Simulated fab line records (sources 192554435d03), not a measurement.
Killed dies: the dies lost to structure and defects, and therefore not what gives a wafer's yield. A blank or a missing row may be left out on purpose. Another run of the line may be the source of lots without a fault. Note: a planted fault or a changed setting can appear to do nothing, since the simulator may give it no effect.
Which tool was responsible?    flow n5Finfet    Sampling: 9 lots, 27 wafers, 7 of 1938 route steps

## WHAT EACH GAUGE READ, for each wafer
N5_MOL_CONTACT_COAG_CD_MEAS_84: target cd 25.1 nm.
lot   measured      on        cdNm (nm)
L226  day 5 08:51   cdSem-01  25.55 25.34 24.94
L228  day 5 19:35   cdSem-01  25.54 24.88 24.81
L229  day 6 03:23   cdSem-02  25.27 25.26 25.40
L231  day 6 16:01   cdSem-03  25.47 25.26 24.85
L233  day 7 02:26   cdSem-01  25.31 25.25 25.21
L235  day 7 15:08   cdSem-03  25.02 25.26 25.27
L239  day 8 15:49   cdSem-03  25.50 25.28 25.71
L246  day 10 14:29  cdSem-02  5.48 20.06 21.59
L248  day 10 17:47  cdSem-01  25.31 25.36 24.70

N5_MOL_CONTACT_COAG_CD_MEAS_137: target cd 16 nm.
lot   measured      on        cdNm (nm)
L226  day 5 10:37   cdSem-03  15.9 15.5 15.8
L228  day 5 20:50   cdSem-01  16.5 15.6 15.8
L229  day 6 04:32   cdSem-02  15.8 15.8 16.0
L231  day 6 17:23   cdSem-03  15.8 16.1 15.8
L233  day 7 03:22   cdSem-02  16.6 16.4 15.9
L235  day 7 16:06   cdSem-01  15.9 16.3 16.1
L239  day 8 17:29   cdSem-03  15.8 16.2 16.7
L246  day 10 15:38  cdSem-01  0 10.8 12.4
L248  day 10 19:00  cdSem-02  16.4 16.0 16.1

N5_BEOL_M4_RC_MEAS_101.
lot   measured      on         DIBL_N (mV/V)   DIBL_P (mV/V)   IOFF_N (nA/um)     IOFF_P (nA/um)     ION_N (uA/um)  ION_P (uA/um)  SS_N (mV/dec)   SS_P (mV/dec)   VT_N (mV)          VT_P (mV)
L226  day 9 00:26   prober-01  36.7 35.8 35.3  38.0 37.4 36.7  0.175 0.163 0.156  0.212 0.192 0.185  683 692 680    463 462 461    72.8 72.6 72.0  73.2 72.9 72.8  251.0 249.6 250.9  -252.0 -252.6 -254.4
L228  day 9 06:34   prober-01  36.0 34.9 37.7  32.6 31.8 34.9  0.124 0.118 0.149  0.196 0.184 0.226  663 667 677    462 457 468    71.8 70.7 71.3  72.6 72.6 73.8  254.1 252.7 250.1  -248.2 -249.2 -246.0
L229  day 9 07:11   prober-02  35.7 35.0 35.7  36.7 35.6 37.1  0.159 0.147 0.171  0.223 0.202 0.229  679 667 686    466 464 463    72.1 71.3 71.1  73.0 72.2 72.8  247.3 246.3 245.7  -249.0 -247.8 -248.5
L231  day 9 23:45   prober-02  36.8 34.2 36.4  37.3 34.0 37.8  0.168 0.117 0.171  0.235 0.185 0.241  688 671 680    473 464 470    71.8 70.6 72.0  74.4 73.1 73.7  249.5 252.3 249.9  -250.4 -251.4 -248.4
L233  day 10 17:40  prober-02  37.8 36.7 36.5  39.7 38.3 38.4  0.184 0.150 0.155  0.225 0.195 0.202  672 670 665    456 455 455    71.7 72.2 72.2  73.4 73.2 73.6  248.0 251.5 248.2  -251.6 -253.9 -252.6
L235  day 10 20:37  prober-01  35.6 34.4 34.8  36.9 34.9 35.8  0.159 0.133 0.145  0.212 0.189 0.194  676 665 669    462 458 453    71.4 71.6 71.4  73.7 73.2 73.6  249.7 252.8 250.5  -249.1 -250.6 -251.1
L239  day 12 02:23  prober-02  34.7 36.9 35.3  35.6 38.5 36.8  0.136 0.163 0.153  0.187 0.233 0.212  669 663 670    458 461 464    71.7 71.9 71.3  72.2 73.4 73.0  250.8 249.7 247.0  -250.8 -249.8 -251.7
L248  day 13 21:54  prober-01  35.5 36.2 35.4  34.8 35.3 34.3  0.152 0.175 0.147  0.199 0.220 0.200  663 669 670    452 461 460    72.0 72.1 71.0  72.9 72.5 72.5  249.4 246.1 251.8  -251.6 -247.8 -249.4

## WHAT TOOL EACH LOT RAN ON (gives the tool, then ch and the chambers of the sampled wafers, and finally the start)
lot   N5_MOL_CONTACT_COAG_PRE_CLEAN_141  N5_MOL_CONTACT_COAG_CMP_28     N5_MOL_CONTACT_COAG_EXPOSE_81     N5_MOL_CONTACT_COAG_ALD_131
L226  pvdSputter-02, day 5 01:01         cmp-04 ch 0,2, day 5 07:33     euvScanner-01 ch 0, day 5 08:43   aldSin-01 ch 1,2, day 5 09:42
L228  pvdSputter-02, day 5 13:36         cmp-02 ch 0,2, day 5 18:26     euvScanner-01 ch 0, day 5 19:26   aldSin-02 ch 1,2, day 5 19:50
L229  pvdSputter-03, day 5 19:44         cmp-03 ch 0,1,3, day 6 02:06   euvScanner-01 ch 0, day 6 03:15   aldSin-01 ch 0,1,2, day 6 03:40
L231  pvdSputter-01, day 6 09:03         cmp-02 ch 0,1, day 6 14:46     euvScanner-02 ch 0, day 6 15:53   aldSin-02 ch 0,3, day 6 16:41
L233  pvdSputter-03, day 6 18:55         cmp-02 ch 1,2, day 7 01:10     euvScanner-02 ch 0, day 7 02:17   aldSin-02 ch 0,1,2, day 7 02:41
L235  pvdSputter-02, day 7 07:39         cmp-02 ch 0,2,3, day 7 13:21   euvScanner-01 ch 0, day 7 15:01   aldSin-01 ch 1,2,3, day 7 15:25
L239  pvdSputter-03, day 8 07:24         cmp-03 ch 0,2,3, day 8 12:31   euvScanner-01 ch 0, day 8 15:40   aldSin-03 ch 0,2,3, day 8 16:30
L246  pvdSputter-01, day 10 06:58        cmp-03 ch 0,2,3, day 10 13:20  euvScanner-01 ch 0, day 10 14:21  aldSin-01 ch 0,1, day 10 14:44
L248  pvdSputter-02, day 10 11:19        cmp-04 ch 0,1,3, day 10 16:33  euvScanner-02 ch 0, day 10 17:40  aldSin-03 ch 0,2,3, day 10 18:19
- N5_MOL_CONTACT_COAG_PRE_CLEAN_141: time 60 s.
- N5_MOL_CONTACT_COAG_CMP_28: polishes, stops on SiNx, t overpolish 0.85 s, target thk 14.522 nm.
- N5_MOL_CONTACT_COAG_EXPOSE_81: exposes mask VG, defocus 0 nm.
- N5_MOL_CONTACT_COAG_ALD_131: deposits SiO2, target thk 5 nm, pulse time 1 s, co reactant pulse time 1 s.

## WHAT THE TOOLS THEMSELVES READ (means of the sampled wafers that have a number; where no wafer has one, the mark that the record gives instead)
N5_MOL_CONTACT_COAG_PRE_CLEAN_141.
lot   tool           heaterPowerW (W)
L226  pvdSputter-02  505
L228  pvdSputter-02  464
L229  pvdSputter-03  475
L231  pvdSputter-01  427
L233  pvdSputter-03  453
L235  pvdSputter-02  507
L239  pvdSputter-03  471
L246  pvdSputter-01  450
L248  pvdSputter-02  502

N5_MOL_CONTACT_COAG_CMP_28.
lot   tool    motorCurrentA (A)  timeToEndpointS (s)
L226  cmp-04  10.3               4.6
L228  cmp-02  13.3               7.4
L229  cmp-03  13.1               4.0
L231  cmp-02  13.7               3.9
L233  cmp-02  13.7               4.8
L235  cmp-02  13.1               7.3
L239  cmp-03  13.2               3.7
L246  cmp-03  12.8               2.8
L248  cmp-04  10.7               6.1

N5_MOL_CONTACT_COAG_EXPOSE_81.
lot   tool           exposureDoseMJCm2
L226  euvScanner-01  59.51
L228  euvScanner-01  59.53
L229  euvScanner-01  59.46
L231  euvScanner-02  59.38
L233  euvScanner-02  59.54
L235  euvScanner-01  59.51
L239  euvScanner-01  59.47
L246  euvScanner-01  65.48
L248  euvScanner-02  59.39

N5_MOL_CONTACT_COAG_ALD_131.
lot   tool       heaterPowerW (W)  precursorPulseHeightRel
L226  aldSin-01  78                0.989
L228  aldSin-02  85                0.989
L229  aldSin-01  81                1.023
L231  aldSin-02  93                1.000
L233  aldSin-02  89                0.995
L235  aldSin-01  79                1.017
L239  aldSin-03  81                1.005
L246  aldSin-01  84                0.994
L248  aldSin-03  80                0.993

## THE ANSWER, worked out from the rows above alone
Rule: the usual values come from the lots themselves. Put in order of their means at a reading, lots are off if they are a third of the lots or fewer, leave a main group of 4 or more, and stand apart from it by a gap of 3 or more times the standard deviation of the main group's means; of several such gaps the widest counts. A main group is skipped when, at the precision printed for the reading in the tables above, its means are all equal. A lot without any number at a reading at which 4 lots or more have one is off too. The other lots that the step has rows for count as sound. First the gauges in route order, then the tools' own readings, where a lot's mean is used as printed above. At the first step where some lot is off, the reading lying furthest off is the one used; lots without a number count as furthest.
Off, at N5_MOL_CONTACT_COAG_CD_MEAS_84 on cdNm: L246. For the main group the mean is 25.24 nm and the standard deviation 0.12.
A tool fits if, at a process step before that reading, it ran every lot that is off, and no sound lot after the first of them. Not tried: the gauges at N5_MOL_CONTACT_COAG_CD_MEAS_84; whatever is off there is also off at N5_MOL_CONTACT_COAG_CD_MEAS_137, on other tools, and gauge error can't account for it. Can't be told from this: 3 tools fit, pvdSputter-01 at N5_MOL_CONTACT_COAG_PRE_CLEAN_141, cmp-03 at N5_MOL_CONTACT_COAG_CMP_28, euvScanner-01 at N5_MOL_CONTACT_COAG_EXPOSE_81.

## WHAT THE SIMULATOR HAD INSERTED
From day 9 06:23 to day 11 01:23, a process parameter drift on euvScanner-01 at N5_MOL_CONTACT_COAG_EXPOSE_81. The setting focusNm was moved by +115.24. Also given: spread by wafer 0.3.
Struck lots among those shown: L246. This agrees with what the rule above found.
